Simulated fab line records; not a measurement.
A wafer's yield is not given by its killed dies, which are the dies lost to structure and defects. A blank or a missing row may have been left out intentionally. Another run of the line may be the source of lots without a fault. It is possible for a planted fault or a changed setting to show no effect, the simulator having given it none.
Matching of chambers    flow n5-finfet    N5_BEOL_M0_SAQP_ETCH_49 on rie-diel-04 has 4 sister chambers
The step etches SiO2 in CF4/O2, target depth 37 nm. 8 wafers are shown with their chamber, then 8 later ones without.

== WAFERS PAIRED WITH THEIR CHAMBERS ==
wafer   chamber  showerhead-plenum-p-Torr (Torr)  drypump-motor-current-A (A)
L082.2  3        2.09                             5.7
L082.5  3        2.09                             5.7
L084.3  1        2.33                             5.8
L084.6  0        2.20                             5.1
L085.1  1        2.34                             5.9
L085.2  2        2.35                             5.5
L085.3  0        2.20                             5.1
L088.1  2        2.35                             5.6

== WAFERS WHOSE CHAMBER IS MISSING ==
wafer   showerhead-plenum-p-Torr (Torr)  drypump-motor-current-A (A)
L088.4  2.33                             5.9
L088.5  2.35                             5.5
L090.3  2.33                             5.8
L090.4  2.35                             5.6
L090.5  2.34                             5.7
L094.1  2.34                             5.7
L094.2  2.34                             5.5
L094.4  2.33                             5.8

== WHICH CHAMBER EACH ONE RAN IN ==
wafer   from the rows above      in truth
L088.4  1                        1
L088.5  2                        2
L090.3  1                        1
L090.4  2                        2
L090.5  can't be placed: 1 or 2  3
L094.1  can't be placed: 1 or 2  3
L094.2  2                        2
L094.4  1                        1
Correct placement for 6 of the 8. Can't be placed from these rows: 2 (the true chamber is among the candidates in 0). Placed wrongly: 0.
How it was worked out, from the rows above alone: a wafer's distance from a chamber is the root of the sum, over the readings, of the square of ((its reading less the chamber's mean) divided by the reading's scatter). The wafer belongs to the nearest chamber; if the next one is less than 2 further off, it can't be placed. The mean given for a chamber averages the wafers shown for that chamber. The scatter: take each reading less its chamber's mean, square it, sum over the shown wafers, divide by the number of wafers less the number of chambers, and take the root.
